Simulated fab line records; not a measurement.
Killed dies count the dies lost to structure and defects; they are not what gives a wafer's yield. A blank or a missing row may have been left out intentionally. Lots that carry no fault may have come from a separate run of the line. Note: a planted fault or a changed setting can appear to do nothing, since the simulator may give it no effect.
Matching of chambers -- flow nand harc -- NHARC_A_STAIRCASE_TRIM_220 on rie diel-12: 4 sister chambers
The step chemistry O2, time 211.2 s. 8 wafers are shown with their chamber, then 12 later ones without.

EACH WAFER AND ITS CHAMBER
wafer,chamber,drypump motor current A (A),oes product au (a.u.)
L083.1,0,6.2,0.977
L083.4,1,5.4,1.022
L083.6,2,5.1,1.008
L089.5,3,6.2,1.004
L089.6,2,5.1,1.006
L090.1,0,6.2,0.988
L090.3,1,5.4,1.010
L090.6,3,6.1,1.007

WAFERS MISSING THEIR CHAMBER
wafer,drypump motor current A (A),oes product au (a.u.)
L091.1,5.1,1.001
L091.4,6.1,0.995
L091.5,5.1,1.003
L095.2,5.4,1.008
L095.3,6.1,1.007
L095.4,5.1,1.001
L096.4,5.4,0.997
L096.5,5.4,1.014
L096.6,5.1,1.001
L097.3,5.1,1.007
L097.4,6.1,0.999
L097.5,5.1,0.996

WHICH CHAMBER EACH ONE RAN IN
wafer,from the rows above,in truth
L091.1,2,2
L091.4,can't be placed: 3 or 0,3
L091.5,2,2
L095.2,1,1
L095.3,3,3
L095.4,2,2
L096.4,1,1
L096.5,1,1
L096.6,2,2
L097.3,2,2
L097.4,3,3
L097.5,2,2
Correct placement for 11 of the 12. Not placeable from these rows: 1 (in 1, the candidates include the true chamber). Number placed wrongly: 0.
How it was worked out, from the rows above alone: a wafer's distance from a chamber is the root of the sum, over the readings, of the square of ((its reading less the chamber's mean) divided by the reading's scatter). If the next closest chamber is less than 2 further off than the closest, the wafer can't be placed; otherwise it belongs to the closest. The mean given for a chamber averages the wafers shown for that chamber. How the scatter is found: for the shown wafers, subtract from each reading the mean of its chamber, square and add these, divide the total by (wafers less chambers), then take the root.
